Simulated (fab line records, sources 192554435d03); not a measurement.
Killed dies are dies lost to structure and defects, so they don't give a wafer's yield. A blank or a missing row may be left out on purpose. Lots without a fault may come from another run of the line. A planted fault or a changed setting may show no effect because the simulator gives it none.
Chamber matching | flow n5_finfet | N5_BEOL_M4_ETCH_69 on rie_diel-04: 4 sister chambers
The step etches SiARC in CF4, target depth 15.6 nm, time 26 s. 18 wafers are shown with their chamber, then 9 later ones without.

WAFERS WITH THEIR CHAMBER
wafer  | chamber | throttle_valve_pct (%) | showerhead_plenum_p_Torr (Torr) | oes_product_au (a.u.)
L076.2 | 0       | 15.22                  | 2.09                            | 0.83
L076.4 | 1       | 16.02                  | 2.20                            | 0.60
L076.6 | 2       | 15.98                  | 2.20                            | 0.58
L079.1 | 2       | 16.00                  | 2.19                            | 0.57
L079.2 | 1       | 16.02                  | 2.20                            | 0.60
L079.3 | 3       | 15.32                  | 2.11                            | 0.82
L081.1 | 1       | 16.02                  | 2.20                            | 0.60
L081.5 | 1       | 16.02                  | 2.20                            | 0.59
L081.6 | 0       | 15.25                  | 2.09                            | 0.81
L084.1 | 1       | 16.03                  | 2.19                            | 0.59
L084.3 | 0       | 15.26                  | 2.09                            | 0.79
L084.4 | 1       | 16.03                  | 2.19                            | 0.59
L085.1 | 3       | 15.34                  | 2.10                            | 0.78
L085.2 | 0       | 15.27                  | 2.09                            | 0.79
L085.6 | 3       | 15.33                  | 2.10                            | 0.78
L086.1 | 1       | 16.05                  | 2.19                            | 0.58
L086.3 | 3       | 15.35                  | 2.10                            | 0.76
L086.5 | 1       | 16.06                  | 2.19                            | 0.58

SIGNATURES (means of the wafers above)
reading                  | chamber 0 | chamber 1 | chamber 2 | chamber 3 | scatter within a chamber
throttle_valve_pct       | 15.2500   | 16.0312   | 15.9900   | 15.3350   | 0.0164
showerhead_plenum_p_Torr | 2.0900    | 2.1950    | 2.1950    | 2.1025    | 0.00482
oes_product_au           | 0.8050    | 0.5912    | 0.5750    | 0.7850    | 0.0159
Rule: a wafer's distance from a chamber is the root of the sum, over the readings, of the square of ((its reading less the chamber's mean) divided by the reading's scatter). The wafer belongs to the nearest chamber; if the next one is less than 2 further off, it can't be placed. The scatter: the root of (the sum of the squares of (reading less its chamber's mean) over the shown wafers, divided by (wafers less chambers)).

WAFERS WITHOUT THEIR CHAMBER
wafer  | throttle_valve_pct (%) | showerhead_plenum_p_Torr (Torr) | oes_product_au (a.u.)
L087.1 | 15.28                  | 2.08                            | 0.77
L087.2 | 15.36                  | 2.10                            | 0.77
L087.3 | 15.48                  | 2.19                            | 0.85
L093.1 | 15.41                  | 2.09                            | 0.73
L093.2 | 15.62                  | 2.19                            | 0.83
L093.3 | 15.52                  | 2.18                            | 0.76
L097.1 | 15.40                  | 2.09                            | 0.72
L097.3 | 15.63                  | 2.19                            | 0.81
L097.6 | 15.32                  | 2.08                            | 0.75

WHICH CHAMBER EACH WENT THROUGH
wafer  | from the rows above     | in truth
L087.1 | 0                       | 0
L087.2 | 3                       | 3
L087.3 | 3                       | 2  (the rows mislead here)
L093.1 | 3                       | 3
L093.2 | 3                       | 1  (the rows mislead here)
L093.3 | 3                       | 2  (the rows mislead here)
L097.1 | 3                       | 3
L097.3 | can't be placed: 3 or 2 | 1
L097.6 | can't be placed: 3 or 0 | 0
Placed correctly: 4 of 9. Can't be placed from these rows: 2 (the true chamber is among the candidates in 1). Placed wrongly: 3.
